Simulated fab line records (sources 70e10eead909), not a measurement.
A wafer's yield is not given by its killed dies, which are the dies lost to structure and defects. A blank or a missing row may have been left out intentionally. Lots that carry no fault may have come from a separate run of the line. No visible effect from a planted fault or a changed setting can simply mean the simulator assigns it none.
A lot that was struck, set against a sound lot ; flow nandHarc ; 13 steps out of a route of 1302
Sound: wafers L215.1, L215.2, L215.5. Wafers L203.2, L203.5, L203.6 were the ones struck. The cause is named last.
For every step that has rows: the tool of each side, followed by ch and its chambers, followed by its first start. Under that, the readings that differ: sound wafers ; struck wafers ; difference of the means ; sigmas: that difference in standard deviations of wafers without a fault.
alike: same words and numbers on both sides, and readings whose means sit less than 2 such deviations apart. not compared: any withheld reading, any reading some wafer has no value for, any bound like >300 that may hide the same value, and any number with overlapping values for which the record gives no deviation.
The two part at a step that has a row with sigmas, a row that says differs or no value, or rows on one side only. Numbers that don't overlap but have no deviation are shown without sigmas and don't part them. A reading that every wafer of one side lacks parts them only if that side has two wafers or more.

NHARC_A_WL_FILL_INSPECT_15:
  sound on defectInspect-01 at day 28 02:07; struck on defectInspect-01 at day 22 23:53
  alike: rawDefectCount
NHARC_A_CONTACT_DEP_24: deposits SiO2, target thk 500 nm.
  sound on pecvd-03 ch 0,1,2, day 28 02:11; struck on pecvd-01 ch 0,1,2, day 22 23:58
  alike: heaterPowerW, rfFwdPowerW, throttleValvePct
NHARC_A_CONTACT_DEP_28: deposits aC, target thk 7000 nm.
  sound on aclDep-02 ch 0, day 28 02:47; struck on aclDep-01 ch 0, day 23 01:15
  alike: throttleValvePct
NHARC_A_CONTACT_DEP_29: deposits SiON, target thk 100 nm.
  sound on pecvd-01 ch 1,2, day 28 07:03; struck on pecvd-04 ch 0,1, day 23 04:58
  alike: heaterPowerW, rfFwdPowerW
then, 7 steps without rows for these wafers: NHARC_A_CONTACT_DEHYDRATE_32 (time 120 s); NHARC_A_CONTACT_HMDS_33 (time 30 s); NHARC_A_CONTACT_COAT_34 (time 75 s); NHARC_A_CONTACT_COAT_35 (time 65 s); NHARC_A_CONTACT_COAT_36 (resist thk 90 nm); NHARC_A_CONTACT_SOFTBAKE_37 (time 55 s); NHARC_A_CONTACT_EBR_38.
NHARC_A_CONTACT_EXPOSE_39: exposes mask A CC 3.
  sound on arfiScanner-02 ch 0, day 28 07:37; struck on arfiScanner-03, day 23 05:29
  no value came back on the struck wafers for exposureDoseMJCm2, focusOffsetNm (nm), sigmaOuter; on the sound wafers exposureDoseMJCm2 reads 58.62 58.57 58.69
  alike: mask
then, 1 step without rows for these wafers: NHARC_A_CONTACT_PEB_40 (peb time 65 s).

WHERE THEY PART
Only at NHARC_A_CONTACT_EXPOSE_39, within this record.

WHY: whatever the simulator had introduced
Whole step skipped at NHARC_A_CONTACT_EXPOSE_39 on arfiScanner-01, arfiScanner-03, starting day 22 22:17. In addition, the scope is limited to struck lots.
